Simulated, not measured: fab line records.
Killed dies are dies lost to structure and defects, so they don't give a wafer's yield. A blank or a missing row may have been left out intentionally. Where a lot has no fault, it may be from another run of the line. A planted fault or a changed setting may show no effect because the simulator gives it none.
Matching of chambers :: flow nand-harc :: cmp-03 running NHARC_A_CHANNEL_FILL_D2_CMP_10: 4 sister chambers
The step polishes, target thk 150 nm. 8 wafers are shown with their chamber, then 11 later ones without.

WAFERS WITH THEIR CHAMBER
wafer: L082.5
chamber: 1
motor-current-A (A): 11.1
time-to-endpoint-s (s): 14.1

wafer: L083.6
chamber: 0
motor-current-A (A): 11.7
time-to-endpoint-s (s): 11.0

wafer: L085.5
chamber: 1
motor-current-A (A): 11.0
time-to-endpoint-s (s): 17.4

wafer: L088.2
chamber: 0
motor-current-A (A): 11.7
time-to-endpoint-s (s): 14.0

wafer: L088.5
chamber: 3
motor-current-A (A): 10.7
time-to-endpoint-s (s): 16.6

wafer: L090.5
chamber: 3
motor-current-A (A): 10.7
time-to-endpoint-s (s): 12.7

wafer: L090.6
chamber: 2
motor-current-A (A): 10.7
time-to-endpoint-s (s): 12.6

wafer: L091.1
chamber: 2
motor-current-A (A): 11.2
time-to-endpoint-s (s): 17.4

WAFERS WITHOUT THEIR CHAMBER
wafer: L091.3
motor-current-A (A): 11.1
time-to-endpoint-s (s): 13.7

wafer: L091.4
motor-current-A (A): 11.4
time-to-endpoint-s (s): 13.1

wafer: L093.2
motor-current-A (A): 12.0
time-to-endpoint-s (s): 16.3

wafer: L093.4
motor-current-A (A): 10.7
time-to-endpoint-s (s): 15.4

wafer: L093.5
motor-current-A (A): 10.7
time-to-endpoint-s (s): 15.9

wafer: L095.1
motor-current-A (A): 10.1
time-to-endpoint-s (s): 16.8

wafer: L095.3
motor-current-A (A): 12.2
time-to-endpoint-s (s): 15.2

wafer: L095.5
motor-current-A (A): 11.6
time-to-endpoint-s (s): 16.2

wafer: L096.1
motor-current-A (A): 11.6
time-to-endpoint-s (s): 14.6

wafer: L096.3
motor-current-A (A): 11.3
time-to-endpoint-s (s): 14.2

wafer: L096.4
motor-current-A (A): 11.0
time-to-endpoint-s (s): 16.8

CHAMBER TAKEN BY EACH
wafer: L091.3
from the rows above: can't be placed: 1 or 2 or 3
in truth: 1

wafer: L091.4
from the rows above: can't be placed: 0 or 1 or 2
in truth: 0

wafer: L093.2
from the rows above: 0
in truth: 0

wafer: L093.4
from the rows above: can't be placed: 3 or 2 or 1
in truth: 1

wafer: L093.5
from the rows above: can't be placed: 3 or 2 or 1
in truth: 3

wafer: L095.1
from the rows above: can't be placed: 3 or 2 or 1
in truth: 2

wafer: L095.3
from the rows above: 0
in truth: 0

wafer: L095.5
from the rows above: can't be placed: 0 or 1
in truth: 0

wafer: L096.1
from the rows above: 0
in truth: 0

wafer: L096.3
from the rows above: can't be placed: 1 or 2 or 0 or 3
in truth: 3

wafer: L096.4
from the rows above: can't be placed: 1 or 2 or 3
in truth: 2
Correct placement for 3 of the 11. These rows do not allow placing 8 (true chamber among the candidates in 8). Wrongly placed: 0.
How it was worked out, from the rows above alone: a wafer's distance from a chamber is the root of the sum, over the readings, of the square of ((its reading less the chamber's mean) divided by the reading's scatter). The wafer belongs to the nearest chamber; if the next one is less than 2 further off, it can't be placed. A chamber's mean is the mean of its shown wafers. The scatter: take each reading less its chamber's mean, square it, sum over the shown wafers, divide by the number of wafers less the number of chambers, and take the root.
